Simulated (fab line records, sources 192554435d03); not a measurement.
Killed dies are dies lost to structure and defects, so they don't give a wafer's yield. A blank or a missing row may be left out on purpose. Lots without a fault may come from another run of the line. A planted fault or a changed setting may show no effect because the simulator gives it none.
Which tool did it? | flow n5_finfet | 10 lots, 28 wafers sampled, at 6 steps of a route of 1938

WHAT THE GAUGES READ, wafer by wafer
N5_BEOL_M0_CUTY_OVL_MEAS_58. Usual: M0_ABLK_OVL -0.2 nm, standard deviation 0.83.
lot  | measured     | on         | M0_ABLK_OVL (nm) | flag
L666 | day 6 06:56  | overlay-02 | -0.6 0.4         |
L671 | day 7 11:10  | overlay-01 | -0.1 0.8 -0.4    |
L675 | day 8 13:58  | overlay-02 | -0.9 -0.2        |
L676 | day 8 17:10  | overlay-01 | -1.4 -2.0 -1.4   |
L678 | day 9 06:48  | overlay-02 | 0.6 -0.7 0.9     |
L679 | day 9 12:53  | overlay-01 | -1.4 -2.5 0.4    |
L681 | day 10 00:22 | overlay-01 | -1.6 -0.6 -0.5   |
L682 | day 10 04:07 | overlay-02 | 0.2 0.1 -0.5     |
L686 | day 11 09:44 | overlay-02 | -1.3 -1.7 -0.1   |
L687 | day 11 16:53 | overlay-02 | 0.6 -0.2 0.6     |

N5_BEOL_M0_CUTY_INSPECT_59: inspects for defects (macro). Usual: raw_defect_count 2.1, standard deviation 1.4.
lot  | measured     | on                | raw_defect_count | flag
L666 | day 6 06:58  | defect_inspect-01 | 1 2              |
L671 | day 7 11:11  | defect_inspect-01 | 2 1 2            |
L675 | day 8 14:00  | defect_inspect-01 | 0 0              |
L676 | day 8 17:11  | defect_inspect-01 | 0 5 2            |
L678 | day 9 06:49  | defect_inspect-01 | 3 2 1            |
L679 | day 9 12:54  | defect_inspect-01 | 1 2 4            |
L681 | day 10 00:24 | defect_inspect-02 | 1 5 10           |
L682 | day 10 04:08 | defect_inspect-02 | 1 2 14           |
L686 | day 11 09:46 | defect_inspect-01 | 2 2 3            |
L687 | day 11 16:55 | defect_inspect-01 | 2 4 0            |

N5_BEOL_M4_RC_MEAS_101. Usual: DIBL_N 36.5 mV/V, standard deviation 1.9; DIBL_P 36.4 mV/V, standard deviation 2.2; IOFF_N 0.17 nA/um, standard deviation 0.034; IOFF_P 0.21 nA/um, standard deviation 0.036; ION_N 678 uA/um, standard deviation 12; ION_P 462 uA/um, standard deviation 7.1; SS_N 71.7 mV/dec, standard deviation 0.61; SS_P 73.4 mV/dec, standard deviation 0.71; VT_N 249 mV, standard deviation 3.5; VT_P -251 mV, standard deviation 3.
lot  | measured     | on        | DIBL_N (mV/V)  | DIBL_P (mV/V)  | IOFF_N (nA/um) | IOFF_P (nA/um) | ION_N (uA/um) | ION_P (uA/um) | SS_N (mV/dec)  | SS_P (mV/dec)  | VT_N (mV)   | VT_P (mV)      | flag
L666 | day 9 12:31  | prober-02 | 39.2 39.5      | 39.0 38.4      | 0.22 0.22      | 0.23 0.24      | 689 677       | 462 464       | 72.0 72.4      | 74.0 73.7      | 246 245     | -252 -252      |
L671 | day 10 22:04 | prober-02 | 34.9 35.3 34.3 | 34.9 33.9 33.7 | 0.15 0.15 0.14 | 0.20 0.19 0.19 | 681 666 667   | 470 458 469   | 71.3 71.8 71.0 | 73.2 72.7 72.7 | 247 249 250 | -250 -248 -253 |
L675 | day 12 10:33 | prober-02 | 35.0 35.8      | 34.6 35.2      | 0.12 0.13      | 0.17 0.18      | 667 664       | 456 452       | 71.5 71.1      | 72.6 72.2      | 256 254     | -254 -252      |
L676 | day 12 12:31 | prober-01 | 38.7 37.4 39.8 | 36.9 35.4 39.0 | 0.17 0.15 0.20 | 0.20 0.18 0.24 | 686 657 690   | 460 455 466   | 71.9 71.2 72.5 | 73.5 73.8 74.3 | 248 254 249 | -252 -254 -252 |
L678 | day 12 18:41 | prober-02 | 39.9 35.5 37.2 | 40.4 34.8 36.8 | 0.25 0.16 0.18 | 0.28 0.19 0.23 | 707 663 674   | 470 453 462   | 72.9 71.0 72.1 | 75.2 73.6 74.4 | 245 251 249 | -248 -251 -249 |
L679 | day 13 06:35 | prober-02 | 33.7 38.1 34.3 | 34.0 39.5 34.0 | 0.11 0.18 0.11 | 0.16 0.24 0.15 | 664 683 661   | 456 474 453   | 71.0 72.7 70.8 | 72.5 73.6 72.9 | 255 252 255 | -252 -250 -255 |
L681 | day 13 11:50 | prober-01 | 38.4 36.4 36.3 | 39.3 37.1 36.7 | 0.20 0.16 0.17 | 0.25 0.21 0.21 | 689 674 700   | 470 459 474   | 71.7 71.1 71.9 | 73.9 73.2 73.1 | 244 250 247 | -248 -251 -251 |
L682 | day 13 19:34 | prober-01 | 33.3 33.8 35.5 | 34.4 34.5 36.3 | 0.14 0.12 0.16 | 0.16 0.16 0.19 | 686 662 674   | 462 455 456   | 72.0 71.7 71.9 | 72.5 73.3 73.9 | 250 254 250 | -254 -253 -253 |
L686 | day 14 21:52 | prober-01 | 33.3 37.5 36.8 | 33.5 38.2 36.7 | 0.13 0.19 0.18 | 0.15 0.21 0.20 | 663 677 680   | 460 459 460   | 71.1 72.0 71.3 | 72.2 73.9 73.4 | 250 248 244 | -253 -250 -252 |
L687 | day 15 11:43 | prober-01 | 36.4 34.1 34.1 | 35.3 32.6 32.6 | 0.16 0.13 0.13 | 0.21 0.17 0.18 | 669 673 676   | 459 464 466   | 71.8 71.4 71.1 | 73.7 72.4 73.0 | 250 253 251 | -250 -253 -252 |

WHICH TOOL RAN EACH LOT (tool, then ch and the chambers of the sampled wafers, then the start)
lot  | N5_BEOL_M0_SAQP_RECESS_109         | N5_BEOL_M0_SAQP_CUT_ETCH_46        | N5_BEOL_M0_SAQP_ALD_48
L666 | vapor_etch-01 ch 0, day 6 04:13    | rie_diel-06 ch 0,1, day 6 05:35    | ald_sin-01 ch 1,2, day 6 05:53
L671 | vapor_etch-01 ch 0,1, day 7 08:30  | rie_diel-05 ch 0,1,3, day 7 10:02  | ald_sin-03 ch 0,2,3, day 7 10:14
L675 | vapor_etch-01 ch 1, day 8 10:56    | rie_diel-06 ch 1,2, day 8 12:32    | ald_sin-03 ch 0,1, day 8 12:55
L676 | vapor_etch-01 ch 0,1, day 8 14:14  | rie_diel-05 ch 0,1,2, day 8 15:38  | ald_sin-02 ch 0,1,2, day 8 16:04
L678 | vapor_etch-02 ch 0,1, day 9 03:57  | rie_diel-02 ch 2,3, day 9 05:29    | ald_sin-01 ch 2,3, day 9 05:41
L679 | vapor_etch-01 ch 0, day 9 09:49    | rie_diel-06 ch 0,1,3, day 9 11:45  | ald_sin-01 ch 0,1,2, day 9 11:57
L681 | vapor_etch-02 ch 0,1, day 9 21:37  | rie_diel-06 ch 0,2,3, day 9 23:02  | ald_sin-02 ch 0,2,3, day 9 23:15
L682 | vapor_etch-02 ch 0,1, day 10 01:14 | rie_diel-06 ch 0,1,3, day 10 02:52 | ald_sin-01 ch 0,3, day 10 03:04
L686 | vapor_etch-01 ch 0,1, day 11 06:58 | rie_diel-05 ch 0,1, day 11 08:29   | ald_sin-01 ch 1,2, day 11 08:41
L687 | vapor_etch-01 ch 0,1, day 11 13:04 | rie_diel-02 ch 1,3, day 11 15:38   | ald_sin-03 ch 1,2, day 11 15:50
- N5_BEOL_M0_SAQP_RECESS_109: chemistry HF/NH3, target SiO2, target depth 3 nm, afs cycles 1, sublimation time 60 s.
- N5_BEOL_M0_SAQP_CUT_ETCH_46: etches SOC in N2/H2, target depth 135 nm, overetch 27 nm, time 202.5 s.
- N5_BEOL_M0_SAQP_ALD_48: deposits SiO2, target thk 20 nm, pulse time 1 s, co reactant pulse time 1 s.

WHAT THE TOOLS THEMSELVES READ (means of the sampled wafers that have a number; where no wafer has one, the mark that the record gives instead)
N5_BEOL_M0_SAQP_RECESS_109. Usual: drypump_motor_current_A 5.9 A, standard deviation 0.3; temp_c 30.00 C, standard deviation 0.12.
lot  | tool          | drypump_motor_current_A (A) | temp_c (C) | flag
L666 | vapor_etch-01 | 6.2                         | 30.06      |
L671 | vapor_etch-01 | 5.9                         | 30.14      |
L675 | vapor_etch-01 | 5.7                         | 29.91      |
L676 | vapor_etch-01 | 5.9                         | 29.93      |
L678 | vapor_etch-02 | 5.7                         | 29.85      |
L679 | vapor_etch-01 | 6.2                         | 30.18      |
L681 | vapor_etch-02 | 5.7                         | 30.09      |
L682 | vapor_etch-02 | 5.7                         | 29.96      |
L686 | vapor_etch-01 | 6.0                         | 30.04      |
L687 | vapor_etch-01 | 6.0                         | 29.99      |

N5_BEOL_M0_SAQP_CUT_ETCH_46. Usual: drypump_motor_current_A 5.6 A, standard deviation 0.4; h2_flow_sccm 199.9 sccm, standard deviation 0.56; rf_vpp_V 524.0 V, standard deviation 1.9; showerhead_plenum_p_Torr 2.55 Torr, standard deviation 0.066; temp_c 40.00 C, standard deviation 0.11; throttle_valve_pct 17.81 %, standard deviation 0.24.
lot  | tool        | drypump_motor_current_A (A) | h2_flow_sccm (sccm) | rf_vpp_V (V) | showerhead_plenum_p_Torr (Torr) | temp_c (C) | throttle_valve_pct (%) | flag
L666 | rie_diel-06 | 5.9                         | 200.0               | 522.5        | 2.50                            | 39.97      | 18.02                  |
L671 | rie_diel-05 | 5.3                         | 199.5               | 524.4        | 2.52                            | 40.06      | 17.69                  |
L675 | rie_diel-06 | 6.1                         | 199.6               | 524.0        | 2.58                            | 39.97      | 17.99                  |
L676 | rie_diel-05 | 5.7                         | 199.7               | 524.0        | 2.56                            | 40.00      | 17.52                  |
L678 | rie_diel-02 | 5.7                         | 200.0               | 522.9        | 2.52                            | 40.08      | 17.70                  |
L679 | rie_diel-06 | 5.7                         | 200.2               | 524.5        | 2.54                            | 40.01      | 18.02                  |
L681 | rie_diel-06 | 5.5                         | 200.3               | 524.7        | 2.57                            | 40.01      | 17.98                  |
L682 | rie_diel-06 | 5.8                         | 200.3               | 524.0        | 2.54                            | 39.98      | 18.03                  |
L686 | rie_diel-05 | 5.5                         | 200.3               | 524.9        | 2.56                            | 39.96      | 17.61                  |
L687 | rie_diel-02 | 5.6                         | 199.6               | 522.6        | 2.49                            | 40.00      | 17.83                  |

N5_BEOL_M0_SAQP_ALD_48. Usual: heater_power_w 80 W, standard deviation 10; precursor_pulse_height_rel 0.998, standard deviation 0.022.
lot  | tool       | heater_power_w (W) | precursor_pulse_height_rel | flag
L666 | ald_sin-01 | 82                 | 1.002                      |
L671 | ald_sin-03 | 80                 | 0.990                      |
L675 | ald_sin-03 | 78                 | 1.008                      |
L676 | ald_sin-02 | 85                 | 1.010                      |
L678 | ald_sin-01 | 78                 | 1.014                      |
L679 | ald_sin-01 | 80                 | 0.972                      |
L681 | ald_sin-02 | 85                 | 0.992                      |
L682 | ald_sin-01 | 75                 | 1.006                      |
L686 | ald_sin-01 | 84                 | 0.988                      |
L687 | ald_sin-03 | 77                 | 1.009                      |

THE ANSWER, worked out from the rows above alone
Rule: a lot is off if the mean of its wafers that have a number lies more than 3 standard deviations from the usual mean. A lot without any number at a reading at which 4 lots or more have one is off too. The other lots that the step has rows for count as sound. The gauges are gone through in route order, then the tools' own readings, and for those a lot's mean is taken as printed above. The first step at which some lot is off is used, and at that step the reading that is off furthest; a lot without a number counts as furthest.
No lot is off at any reading shown: from this, nothing can be told.

WHAT THE SIMULATOR HAD PUT IN
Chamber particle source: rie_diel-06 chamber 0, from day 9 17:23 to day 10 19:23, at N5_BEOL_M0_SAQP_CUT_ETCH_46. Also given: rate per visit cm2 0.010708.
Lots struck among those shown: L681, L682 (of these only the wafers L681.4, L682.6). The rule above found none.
